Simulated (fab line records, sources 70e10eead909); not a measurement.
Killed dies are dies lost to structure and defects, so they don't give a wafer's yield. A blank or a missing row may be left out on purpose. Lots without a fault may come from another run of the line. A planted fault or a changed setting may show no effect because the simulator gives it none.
fab line records | flow nand_harc
record lots=7 wafers=18 last_day=23
route steps=1159 shown P_ZERO_WELL@29 END@1159
lots that met no fault: from a run of the same line without faults
start_h: hours from the record's first day to the start of the lot's first wafer shown | wait_h: hours since the lot's step before | " the same as in the row above | L1.1+2: a row that stands for several wafers | - no value, or no start given | * or withheld: withheld | < > ~ a bound
route shown NAME@n: a module of which the file shows steps, and the number in the route of the first | usual: mean/standard deviation of fault-free wafers | same: alike in all rows | chamber/n: place in a boat | sites: the reading at each site | _std_site: their standard deviation | _edge_site: outer sites' mean less inner sites' | radius_mm: how far each site lies from the wafer's centre | mask NAME#n: copy n | behind: the tool/chamber that last shaped the wafer | hold: why the lot was held/for how many hours/how that ended | device: the transistor (n, p or np) that didn't switch | end of line: the same wafers' tests at the end of the route | a step without rows: its recipe alone | killed: dies lost to structure and defects at the first sort, not the wafer's yield | map: a wafer's dies, x killed, . not, _ none there
set.NAME: the setting as run; set.NAME@STEP: as run at that earlier step | model.NAME: the simulator's own value behind a step, which no gauge read
lots at some steps of the route; a table a step, a row a wafer
services: from which hour (start_h, from the record's first day; less than 0 if before it) a tool's chamber was out of use, for how many hours, and why
## steps
# step NHARC_P_ZERO_WELL_CD_MEAS_24
# recipe target_cd_nm=720 landing_energy_ev=500
# usual cd_nm=718.7/2.1
# same landing_energy_ev=500
# columns lot.wafer tool chamber start_h wait_h cd_nm
L583.1 cd_sem-02 0 26.47 - 720.3
L583.3 " 0 " " 720.1
L583.6 " 0 " " 717.0
L586.1 cd_sem-01 0 44.52 - 716.7
L586.4 " 0 " " 719.7
L586.5 " 0 " " 715.1
L590.2 cd_sem-03 0 68.68 - 718.7
L590.4 " 0 " " 718.9
L590.6 " 0 " " 719.2
L596.4 cd_sem-03 0 104.48 - 718.9
L596.6 " 0 " " 718.4
L597.4 cd_sem-02 0 110.48 - 718.8
L597.5 " 0 " " 718.9
L599.2 cd_sem-01 0 122.62 - 717.6
L599.5 " 0 " " 721.0
L603.1 cd_sem-03 0 146.63 - 715.9
L603.3 " 0 " " 718.4
L603.6 " 0 " " 718.6
# step NHARC_P_ZERO_WELL_HARDBAKE_25
# recipe temp_c=125 time_s=80
# step NHARC_P_ZERO_WELL_DESCUM_26
# recipe time_s=3 o2_flow_sccm=200 ar_flow_sccm=0 bias_power_w=0 chemistry=O2
# usual chamber_pressure_mTorr=60.00/0.051 drypump_motor_current_A=6.0/0.48 oes_product_au=1.001/0.013 rf_vpp_V=57.8/0.88 showerhead_plenum_p_Torr=1.94/0.089 throttle_valve_pct=11.312/0.0092
# columns lot.wafer tool chamber start_h wait_h chamber_pressure_mTorr drypump_motor_current_A oes_product_au rf_hours_counter_h rf_vpp_V showerhead_plenum_p_Torr throttle_valve_pct
L583.1 rie_diel-10 0 26.65 - 59.99 6.0 0.995 1 59.1 1.82 11.324
L583.3 " 1 " " 60.00 5.2 1.015 1 58.1 1.97 11.319
L583.6 " 3 " " 60.05 6.6 1.013 - 58.3 1.88 11.301
L586.1 rie_diel-13 1 44.69 - 60.01 6.3 1.015 8 57.4 2.06 11.327
L586.4 " 3 " " 60.04 6.2 1.010 7 59.7 1.81 11.319
L586.5 " 1 " " 59.99 6.3 1.014 - 58.6 2.06 11.318
L590.4 rie_diel-10 3 68.84 - 60.02 6.6 1.001 4 57.6 1.88 11.297
L590.2 " 0 " " 60.07 6.0 0.992 4 57.8 1.82 11.316
L590.6 " 3 " " 60.03 6.6 1.006 - 57.6 1.88 11.314
L596.4 rie_diel-10 1 104.70 - 59.98 5.2 1.011 - 57.4 1.97 11.321
L596.6 " 3 " " 60.00 6.6 1.006 - 57.5 1.88 11.320
L597.4 rie_diel-13 2 110.64 - 60.04 5.5 0.972 0 57.5 2.05 11.323
L597.5 " 1 " " 59.94 6.3 1.013 - 58.3 2.05 11.320
L599.2 rie_diel-07 2 122.81 - 60.05 5.4 1.017 5 58.1 1.98 11.310
L599.5 " 3 " " 60.10 6.2 1.003 - 57.0 1.92 11.317
L603.3 rie_diel-07 2 146.79 - 60.04 5.3 1.014 6 58.5 1.98 11.309
L603.1 " 3 " " 59.96 6.2 1.002 6 57.9 1.92 11.316
L603.6 " 2 " " 60.06 5.4 1.009 - 56.3 1.98 11.319
# step NHARC_P_ZERO_WELL_IMPLANT_27
# recipe energy_kev=600 dose_cm2=1e+13 tilt_deg=7
# step NHARC_P_ZERO_WELL_IMPLANT_57
# recipe energy_kev=250 dose_cm2=4e+12 tilt_deg=7
# step NHARC_P_ZERO_WELL_IMPLANT_58
# recipe energy_kev=100 dose_cm2=2e+12 tilt_deg=7
# step NHARC_P_ZERO_WELL_STRIP_28
# recipe time_s=840 temp_c=130 chemistry=SPM
# step NHARC_P_ZERO_WELL_DEHYDRATE_29
# recipe temp_c=150 time_s=120
# step NHARC_P_ZERO_WELL_HMDS_30
# recipe time_s=30
# step NHARC_P_ZERO_WELL_COAT_31
# recipe spin_rpm=withheld
# step NHARC_P_ZERO_WELL_SOFTBAKE_32
# recipe temp_c=122 time_s=95
# step NHARC_P_ZERO_WELL_EBR_33
# step NHARC_P_ZERO_WELL_EXPOSE_34
# recipe na=0.6 target_cd_nm=720 dose_mj=22.31 mask_id=P_PWELL
# usual reticle_temp_C=23.01/0.1
# columns lot.wafer tool chamber start_h wait_h mask reticle_temp_C
L583.1 krf_scanner-02 0 27.83 - P_PWELL#0 23.00
L583.3 " 0 " " P_PWELL#0 22.98
L583.6 " 0 " " P_PWELL#0 22.93
L586.1 krf_scanner-01 0 45.88 - P_PWELL#0 23.28
L586.4 " 0 " " P_PWELL#0 22.88
L586.5 " 0 " " P_PWELL#0 23.01
L590.2 krf_scanner-01 0 70.17 - P_PWELL#0 23.12
L590.4 " 0 " " P_PWELL#0 23.11
L590.6 " 0 " " P_PWELL#0 22.86
L596.4 krf_scanner-02 0 105.89 - P_PWELL#0 22.97
L596.6 " 0 " " P_PWELL#0 23.01
L597.4 krf_scanner-02 0 111.86 - P_PWELL#0 23.10
L597.5 " 0 " " P_PWELL#0 23.17
L599.2 krf_scanner-02 0 124.13 - P_PWELL#0 22.99
L599.5 " 0 " " P_PWELL#0 23.11
L603.1 krf_scanner-01 0 148.14 - P_PWELL#0 22.97
L603.3 " 0 " " P_PWELL#0 23.11
L603.6 " 0 " " P_PWELL#0 22.91
# step NHARC_P_ZERO_WELL_PEB_35
# recipe peb_temp_c=118 peb_time_s=85
# step NHARC_P_ZERO_WELL_DEVELOP_36
# recipe time_s=70
# step NHARC_P_ZERO_WELL_CD_MEAS_37
# recipe target_cd_nm=720 landing_energy_ev=500
# usual cd_nm=720.0/1.8
# same landing_energy_ev=500
# columns lot.wafer tool chamber start_h wait_h cd_nm
L583.1 cd_sem-02 0 27.99 - 720.0
L583.3 " 0 " " 716.9
L583.6 " 0 " " 718.1
L586.1 cd_sem-02 0 46.04 - 718.4
L586.4 " 0 " " 718.4
L586.5 " 0 " " 716.5
L590.2 cd_sem-02 0 70.32 - 717.0
L590.4 " 0 " " 719.6
L590.6 " 0 " " 720.6
L596.4 cd_sem-02 0 106.04 - 733.1
L596.6 " 0 " " 722.9
L597.4 cd_sem-01 0 112.01 - 731.9
L597.5 " 0 " " 718.9
L599.2 cd_sem-02 0 124.29 - 736.0
L599.5 " 0 " " 719.7
L603.1 cd_sem-02 0 148.30 - 719.7
L603.3 " 0 " " 718.8
L603.6 " 0 " " 718.2
# step NHARC_P_ZERO_WELL_HARDBAKE_38
# recipe temp_c=125 time_s=80
# step NHARC_END_SORT_01
# recipe temp_c=25
# usual killed_at_array=25/10 killed_at_other=0.6/0.91 killed_at_periphery=3.6/2.9 killed_dies=29/10 killed_open=3.3/2 killed_short=1.9/1.5
# same gross_dies=677
# columns lot.wafer tool chamber start_h wait_h killed_at_array killed_at_other killed_at_periphery killed_dies killed_open killed_short
L596.4 prober-02 0 542.76 3.4 29 0 2 31 3 5
L596.6 prober-02 0 544.35 4.0 26 2 3 31 3 1
# killed by level:class
L596.4 A_CHANNEL_HOLE_D1:chamber_film_flake=8 A_STAIRCASE:chamber_film_flake=4 A_SLIT:chamber_film_flake=3 A_BLC:chamber_film_flake=3 A_CHANNEL_FILL_D1:geometric_particle:short=2 A_WL_FILL:chamber_film_flake=2 A_CONTACT:chamber_film_flake=2 P_CONTACT:geometric_particle:short=1
L596.6 A_CHANNEL_HOLE_D1:chamber_film_flake=16 A_CONTACT:chamber_film_flake=3 A_STAIRCASE:chamber_film_flake=3 A_BLC:chamber_film_flake=2 P_CONTACT:geometric_particle:open=1 A_ONON_D1:geometric_particle:short=1 A_WL_FILL:geometric_particle:open=1 P_STI:chamber_film_flake=1
## services
# columns tool chamber start_h hours kind
krf_scanner-01 - 4.54 0.3 repair
rie_diel-10 0 8.50 - clean
rie_diel-10 1 8.50 - clean
rie_diel-10 2 8.50 - clean
rie_diel-10 3 8.50 - clean
rie_diel-13 3 27.81 4.5 repair
rie_diel-07 - 28.36 0.6 repair
rie_diel-10 0 33.13 - clean
rie_diel-10 1 33.13 - clean
rie_diel-10 2 33.13 - clean
rie_diel-10 3 33.13 - clean
krf_scanner-02 - 36.51 18.6 repair
rie_diel-07 - 51.20 9.0 pm
rie_diel-10 3 79.55 9.1 repair
krf_scanner-01 - 84.00 4.0 pm
rie_diel-07 - 85.47 0.1 repair
rie_diel-07 1 97.41 5.3 repair
krf_scanner-02 - 98.81 0.7 repair
rie_diel-13 - 99.00 9.0 pm
rie_diel-07 0 101.55 6.7 repair
rie_diel-10 0 104.16 1.7 repair
rie_diel-07 0 121.08 6.4 repair
rie_diel-10 1 139.59 3.5 repair
rie_diel-07 0 141.76 7.9 repair
## key
first_sign step=NHARC_P_ZERO_WELL_CD_MEAS_37 reading=cd_nm direction=up sigmas=7.7 usual=720.0 struck=733.7
effect none on later readings
met_at NHARC_P_ZERO_WELL_EXPOSE_34
struck_wafers L596.4,L597.4,L599.2
tester_left_out L596,L597,L599
onset_between 27.83 105.89
fault kind=process_parameter_drift tool=krf_scanner-02 chamber=- onset_h=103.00 steps=NHARC_P_ZERO_WELL_EXPOSE_34 channel=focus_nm offset=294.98 shape=step end_h=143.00 scope=struck_wafers_only
# tester_left_out: of these lots the tester's yield and bins aren't shown, on N5 and GAA mostly nor the transistor test; their killed dies are dies lost to structure and defects alone, not to doping, threshold or leakage, so they don't give the yield
